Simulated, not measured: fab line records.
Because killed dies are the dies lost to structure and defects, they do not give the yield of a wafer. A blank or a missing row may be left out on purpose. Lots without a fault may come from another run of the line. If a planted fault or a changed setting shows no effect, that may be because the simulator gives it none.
Comparing a struck lot with a sound one | flow n5 finfet | 16 out of 1938 route steps
Sound: the wafers L121.1, L121.3, L121.6. Struck: wafer L120.3. (L120.6 of the same lot was not struck and is left out.) The cause comes at the end.
Each step with rows lists, per side, the tool, then ch with its chambers, then its first start. Under that, the readings that differ: sound wafers | struck wafers | difference of the means | sigmas: that difference in standard deviations of wafers without a fault.
alike: readings with means less than 2 such deviations apart, plus words and numbers identical on both sides. not compared: withheld readings, readings lacking a value on some wafer, bounds such as >300 that could conceal the same value, and numbers that have no deviation in the record and whose values overlap.
Wherever a step has rows on one side only, a row that says differs or no value, or a row with sigmas, the two part there. When numbers do not overlap yet have no deviation, they are printed without sigmas and do not part them. A reading missing from all wafers of one side parts the sides only when that side holds two or more wafers.

N5_BEOL_M1_ETCH_41: etches SiCN in CH3F/O2, target depth 31.9 nm, time 57.8 s.
  sound on rie diel-05 ch 0,1; struck on rie diel-03 ch 2
  alike: drypump motor current A, oes product au, rf vpp V, showerhead plenum p Torr, throttle valve pct
  not compared: rf hours counter h
N5_BEOL_M1_STRIP_97: strips in N2/H2, time 10 s.
  sound on rie diel-05 ch 0,1; struck on rie diel-03 ch 2
  alike: drypump motor current A, h2 flow sccm, oes product au, rf vpp V, showerhead plenum p Torr, temp c, throttle valve pct
  not compared: rf hours counter h
N5_BEOL_M1_OCD_MEAS_38:
  struck on ocd-02, day 11 04:43; sound on ocd-01, day 12 11:09
  alike: trench depth nm
then, 4 steps without rows for these wafers: N5_BEOL_M1_HM_STRIP_39 (strips TiN in peroxide tin strip, target depth 25 nm, time 158 s); N5_BEOL_M1_SRD_40 (time 30 s); N5_BEOL_M1_PRECLEAN_42 (cleans in residue remover, time 60 s); N5_BEOL_M1_SRD_43 (time 30 s).
N5_BEOL_M1_CD_MEAS_35: target cd 18 nm, target cd y 21 nm.
  struck on cd sem-01, day 11 04:52; sound on cd sem-03, day 12 11:19
  alike: cd nm
N5_BEOL_M1_DEGAS_44: time 60 s.
  struck on pvd sputter-03, day 11 04:57; sound on pvd sputter-01, day 12 11:59
  alike: heater power w
N5_BEOL_M1_PRE_CLEAN_45: time 30 s.
  struck on pvd sputter-03, day 11 04:59; sound on pvd sputter-01, day 12 12:01
  alike: heater power w
then, 2 steps without rows for these wafers: N5_BEOL_M1_ALD_84 (deposits TaN, pulse time 2 s, purge time 3 s, co reactant purge time 2 s); N5_BEOL_M1_SURFACE_TREAT_85.
N5_BEOL_M1_CVD_47: deposits Co from CCTBA/H2, target thk 3 nm, time 223.8 s.
  sound on cvd co-02 ch 0,1, day 12 12:40; struck on cvd co-01 ch 2, day 11 05:25
  reading          | sound             | struck | difference | sigmas
  run length s (s) | 246.6 246.2 246.5 | 441.2  | +194.8     | +99 or more
  not compared: since wet clean h
N5_BEOL_M1_SPUTTER_48: material Cu, target thk 4.5 nm, time 8.29 s.
  struck on pvd sputter-02, day 11 05:36; sound on pvd sputter-03, day 12 12:50
  alike: throttle valve pct
N5_BEOL_M4_RC_MEAS_101:
  sound on prober-02 ch 0, day 14 00:18; struck on prober-02 ch 0, day 13 03:16
  alike: DIBL_N, DIBL_P, IOFF_N, IOFF_P, ION_N, ION_P, SS_N, SS_P, VT_N, VT_P
-- record jumps: 4 days separate the struck wafers' starts on either side; left off in module BEOL_M4, taken up again in module PASSIVATION, whose first shown step is the route's number 1936 --
N5_PASSIVATION_PROBE_49:
  struck on prober-02, day 17 11:55; sound on prober-01, day 18 12:19
  alike: defect limited yield, killed_at_M0_to_M3, killed_at_M4_up, killed at contacts, killed at front end, killed at other, killed dies, killed open, killed short, sort_bin_5_function, sort_bin_6_memory, sort n pass, sort yield pct

== WHERE THEY PART ==
At N5_BEOL_M1_CVD_47 and nowhere else, as far as this record goes. Later steps at which nothing parts them and some readings are alike: N5_BEOL_M1_SPUTTER_48, N5_BEOL_M4_RC_MEAS_101, N5_PASSIVATION_PROBE_49.

WHY: what the simulator had put in
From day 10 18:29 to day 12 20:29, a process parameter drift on cvd co-01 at N5_BEOL_M1_CVD_47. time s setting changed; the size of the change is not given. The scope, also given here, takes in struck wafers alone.
